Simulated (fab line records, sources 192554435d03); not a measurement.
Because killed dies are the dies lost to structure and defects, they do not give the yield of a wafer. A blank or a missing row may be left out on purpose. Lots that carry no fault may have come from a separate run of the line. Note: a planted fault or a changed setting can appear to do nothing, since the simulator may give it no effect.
Struck lot and sound lot, side by side	flow n5_finfet	16 steps out of a route of 1938
Sound: the wafers L372.2, L372.3, L372.6. Struck: wafers L377.1, L377.2, L377.5. Last of all comes the cause.
Per side, at each step with rows, come the tool, then ch with its chambers, and then its first start. Under that, the readings that differ: sound wafers	struck wafers	difference of the means	sigmas: that difference in standard deviations of wafers without a fault.
alike: readings whose means differ by less than 2 such deviations, and words and numbers that are the same on both sides. not compared: withheld readings, readings that some wafer has no value for, bounds like >300 that may hide the same value, and numbers for which the record gives no deviation and whose values overlap.
Wherever a step has rows on one side only, a row that says differs or no value, or a row with sigmas, the two part there. Numbers that have no deviation but don't overlap get no sigmas and don't part them. A reading missing from all wafers of one side parts the sides only when that side holds two or more wafers.

first, 3 steps without rows for these wafers: N5_DUMMY_REMOVAL_PRECLEAN_04 (cleans in DHF, time 37 s); N5_DUMMY_REMOVAL_SRD_05 (time 30 s); N5_HKMG_FIN_IL_REGROW_00 (material SiO2, chemistry O3, target thk 0.75 nm, time 30 s).
N5_HKMG_FIN_HK_ALD_01: deposits HfO2, target thk 1.6 nm, pulse time 3 s, purge time 3 s.
  sound on ald_hk-03 ch 0,2, day 3 23:13; struck on ald_hk-02 ch 0,1,3, day 5 07:17
  alike: precursor_pulse_height_rel
N5_HKMG_FIN_HK_ANNEAL_02: time 30 s.
  sound on rtp_anneal-02 ch 0, day 3 23:29; struck on rtp_anneal-02 ch 0, day 5 07:28
  alike: lamp_power_pct, lamp_zone_2_pct, wafer_temp_C_max
N5_HKMG_FIN_ALD_74: deposits La2O3, target thk 0.5 nm, pulse time 6 s, co reactant pulse time 1 s.
  sound on ald_hk-02 ch 0,1,2, day 3 23:40; struck on ald_hk-03 ch 2,3, day 5 07:42
  alike: heater_power_w, precursor_pulse_height_rel
N5_HKMG_FIN_ALD_75: deposits Al2O3, target thk 1 nm, co reactant pulse time 1 s.
  sound on ald_hk-02 ch 0,1,2, day 3 23:44; struck on ald_hk-03 ch 2,3, day 5 07:46
  alike: heater_power_w, precursor_pulse_height_rel
then, 5 steps without rows for these wafers: N5_HKMG_FIN_COAT_41 (time 60 s, resist thk 300 nm); N5_HKMG_FIN_COAT_42 (time 60 s, resist thk 35 nm); N5_HKMG_FIN_COAT_43 (resist thk 90 nm); N5_HKMG_FIN_EBR_45; N5_HKMG_FIN_SOFTBAKE_44 (time 60 s).
N5_HKMG_FIN_EXPOSE_46: exposes mask NDIPOLE.
  sound on arfi_scanner-01 ch 0, day 4 00:05; struck on arfi_scanner-01 ch 0, day 5 08:07
reading	sound	struck	difference	sigmas
model.HKMG_FIN.overlay_x_nm (nm)	-0.6 -0.6 -0.6	1.4 1.4 1.4	+2.0	
  alike: mask
then, 1 step without rows for these wafers: N5_HKMG_FIN_PEB_47 (peb time 60 s).
-- here the record skips 4 days between the struck wafers' starts before and after, leaving off in module HKMG_FIN and picking up in module BEOL_M4 (first step shown: number 1111 of the route) --
N5_BEOL_M4_RC_MEAS_101:
  sound on prober-02 ch 0, day 7 18:53; struck on prober-02 ch 0, day 9 02:08
  alike: DIBL_N, DIBL_P, IOFF_N, IOFF_P, ION_N, ION_P, SS_N, SS_P, VT_N, VT_P
after that, 1 step had no rows for these wafers: N5_PASSIVATION_PROBE_49.

WHERE THEY PART
Nowhere in this record.

WHY: what the simulator had put in
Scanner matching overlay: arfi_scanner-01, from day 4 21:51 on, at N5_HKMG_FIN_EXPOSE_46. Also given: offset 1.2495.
